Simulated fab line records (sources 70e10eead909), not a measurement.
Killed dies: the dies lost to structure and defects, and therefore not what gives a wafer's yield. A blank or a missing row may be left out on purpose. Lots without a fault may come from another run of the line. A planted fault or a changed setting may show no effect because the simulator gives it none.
Comparing a struck lot with a sound one -- flow nand_harc -- 14 steps out of a route of 1159
Sound: the wafers L351.1, L351.2, L351.6. Wafers L358.1, L358.5, L358.6 were the ones struck. At the end, the cause is stated.
For every step that has rows: the tool of each side, followed by ch and its chambers, followed by its first start. Under that, the readings that differ: sound wafers -- struck wafers -- difference of the means -- sigmas: that difference in standard deviations of wafers without a fault.
alike: a reading whose means differ by less than 2 such deviations, as well as words and numbers matching on both sides. not compared: withheld readings; readings where some wafer has no value; bounds like >300 that might hide an equal value; numbers whose values overlap and for which the record gives no deviation.
Wherever a step has rows on one side only, a row that says differs or no value, or a row with sigmas, the two part there. When numbers do not overlap yet have no deviation, they are printed without sigmas and do not part them. A reading missing from all wafers of one side parts the sides only when that side holds two or more wafers.

first, 4 steps without rows for these wafers: NHARC_P_CONTACT_EBR_08; NHARC_P_CONTACT_EXPOSE_09 (exposes mask P CA, target cd 90 nm); NHARC_P_CONTACT_PEB_10 (peb time 65 s); NHARC_P_CONTACT_DEVELOP_11 (develop time 35 s).
NHARC_P_CONTACT_CD_MEAS_12: target cd 90 nm.
  sound on cd_sem-01 ch 0, day 5 11:51; struck on cd_sem-01 ch 0, day 7 17:26
reading,sound,struck,difference,sigmas
cd_nm (nm),89.4 89.3 89.0,90.9 90.6 90.9,+1.6,+2
NHARC_P_CONTACT_OVL_MEAS_13:
  sound: overlay-01 at day 5 11:58; struck: overlay-02 at day 7 17:32
  alike: overlay_x_nm, overlay_y_nm
NHARC_P_CONTACT_INSPECT_14:
  sound: defect_inspect-01 at day 5 11:59; struck: defect_inspect-01 at day 7 17:34
  alike: raw_defect_count
NHARC_P_CONTACT_DESCUM_17: chemistry O2, time 3 s.
  sound on rie_diel-08 ch 1,3, day 5 12:03; struck on rie_diel-08 ch 1,2, day 7 17:38
  alike: drypump_motor_current_A, oes_product_au, rf_vpp_V, showerhead_plenum_p_Torr, throttle_valve_pct
  not compared: rf_hours_counter_h
NHARC_P_CONTACT_ETCH_35: etches the open film in CF4, target depth 39 nm, time 65 s.
  sound on rie_diel-08 ch 2,3, day 5 12:09; struck on rie_diel-08 ch 0,1,2, day 7 17:43
  alike: drypump_motor_current_A, oes_product_au, rf_vpp_V, showerhead_plenum_p_Torr, throttle_valve_pct
  not compared: rf_hours_counter_h
NHARC_P_CONTACT_ETCH_36: etches the open film in N2/H2, target depth 260 nm, time 406.25 s.
  sound: rie_diel-08 ch 1,2,3; struck: rie_diel-08 ch 1,2
  alike: drypump_motor_current_A, oes_product_au, rf_vpp_V, showerhead_plenum_p_Torr, throttle_valve_pct
  not compared: rf_hours_counter_h
NHARC_P_CONTACT_ETCH_18: etches the open film in C4F8/O2/Ar, target depth 481 nm, time 240.5 s.
  sound: rie_diel-08 ch 0,1,2; struck: rie_diel-08 ch 2,3
  alike: oes_product_au, rf_vpp_V
  not compared: rf_hours_counter_h
then, 1 step without rows for these wafers: NHARC_P_CONTACT_STRIP_37 (strips in C4F8/O2/Ar).
NHARC_P_CONTACT_ETCH_31: etches the open film in CH3F/O2, target depth 30 nm, time 85.7 s.
  sound on rie_diel-08 ch 0,2,3, day 5 12:48; struck on rie_diel-08 ch 0,2,3, day 7 18:23
reading,sound,struck,difference,sigmas
oes_product_au (a.u.),0.970 0.975 0.973,0.677 0.677 0.667,-0.299,-25
  alike: drypump_motor_current_A, rf_vpp_V, showerhead_plenum_p_Torr, throttle_valve_pct
  not compared: rf_hours_counter_h
NHARC_P_CONTACT_CD_MEAS_19:
  sound: cd_sem-02 at day 5 12:56; struck: cd_sem-01 at day 7 18:30
  alike: cd_nm

== WHERE THEY PART ==
At NHARC_P_CONTACT_CD_MEAS_12 first; at NHARC_P_CONTACT_ETCH_31 last (within this record only). Later steps at which nothing parts them and some readings are alike: NHARC_P_CONTACT_CD_MEAS_19.

WHY: whatever the simulator had introduced
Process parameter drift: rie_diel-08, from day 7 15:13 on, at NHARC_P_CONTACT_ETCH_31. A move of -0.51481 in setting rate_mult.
